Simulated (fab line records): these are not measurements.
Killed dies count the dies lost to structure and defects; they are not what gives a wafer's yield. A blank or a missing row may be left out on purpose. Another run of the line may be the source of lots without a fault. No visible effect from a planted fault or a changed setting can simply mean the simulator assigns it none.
Chamber matching / flow n5_finfet / N5_MOL_CONTACT_COAG_VIA_ETCH_117 on rie_diel-05 has 4 sister chambers
The step etches SiO2 in C4F6/O2, target depth 40 nm, overetch 8 nm, time 26 s. 8 wafers are shown with their chamber, then 8 later ones without.

== WAFERS WITH THEIR CHAMBER ==
wafer=L077.3; chamber=2; showerhead_plenum_p_Torr (Torr)=2.69; throttle_valve_pct (%)=41.0
wafer=L077.5; chamber=3; showerhead_plenum_p_Torr (Torr)=2.93; throttle_valve_pct (%)=40.8
wafer=L079.6; chamber=3; showerhead_plenum_p_Torr (Torr)=2.92; throttle_valve_pct (%)=40.8
wafer=L080.5; chamber=1; showerhead_plenum_p_Torr (Torr)=2.83; throttle_valve_pct (%)=40.6
wafer=L081.3; chamber=2; showerhead_plenum_p_Torr (Torr)=2.68; throttle_valve_pct (%)=41.0
wafer=L081.4; chamber=1; showerhead_plenum_p_Torr (Torr)=2.82; throttle_valve_pct (%)=40.5
wafer=L081.5; chamber=0; showerhead_plenum_p_Torr (Torr)=2.68; throttle_valve_pct (%)=40.5
wafer=L082.1; chamber=0; showerhead_plenum_p_Torr (Torr)=2.68; throttle_valve_pct (%)=40.5

== WAFERS MISSING THEIR CHAMBER ==
wafer=L082.2; showerhead_plenum_p_Torr (Torr)=2.82; throttle_valve_pct (%)=40.6
wafer=L082.6; showerhead_plenum_p_Torr (Torr)=2.92; throttle_valve_pct (%)=40.8
wafer=L092.2; showerhead_plenum_p_Torr (Torr)=2.91; throttle_valve_pct (%)=40.9
wafer=L092.4; showerhead_plenum_p_Torr (Torr)=2.67; throttle_valve_pct (%)=40.5
wafer=L092.6; showerhead_plenum_p_Torr (Torr)=2.91; throttle_valve_pct (%)=40.8
wafer=L095.3; showerhead_plenum_p_Torr (Torr)=3.01; throttle_valve_pct (%)=41.1
wafer=L095.5; showerhead_plenum_p_Torr (Torr)=2.81; throttle_valve_pct (%)=40.6
wafer=L095.6; showerhead_plenum_p_Torr (Torr)=2.91; throttle_valve_pct (%)=40.8

== CHAMBER TAKEN BY EACH ==
wafer=L082.2; from the rows above=1; in truth=1
wafer=L082.6; from the rows above=3; in truth=3
wafer=L092.2; from the rows above=3; in truth=3
wafer=L092.4; from the rows above=0; in truth=0
wafer=L092.6; from the rows above=3; in truth=3
wafer=L095.3; from the rows above=3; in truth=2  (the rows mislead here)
wafer=L095.5; from the rows above=1; in truth=1
wafer=L095.6; from the rows above=3; in truth=3
Correctly placed: 7 of 8. Not placeable from these rows: 0. Wrongly placed: 1.
How it was worked out, from the rows above alone: a wafer's distance from a chamber is the root of the sum, over the readings, of the square of ((its reading less the chamber's mean) divided by the reading's scatter). If the next closest chamber is less than 2 further off than the closest, the wafer can't be placed; otherwise it belongs to the closest. A chamber's mean is the mean of its shown wafers. The scatter: take each reading less its chamber's mean, square it, sum over the shown wafers, divide by the number of wafers less the number of chambers, and take the root.
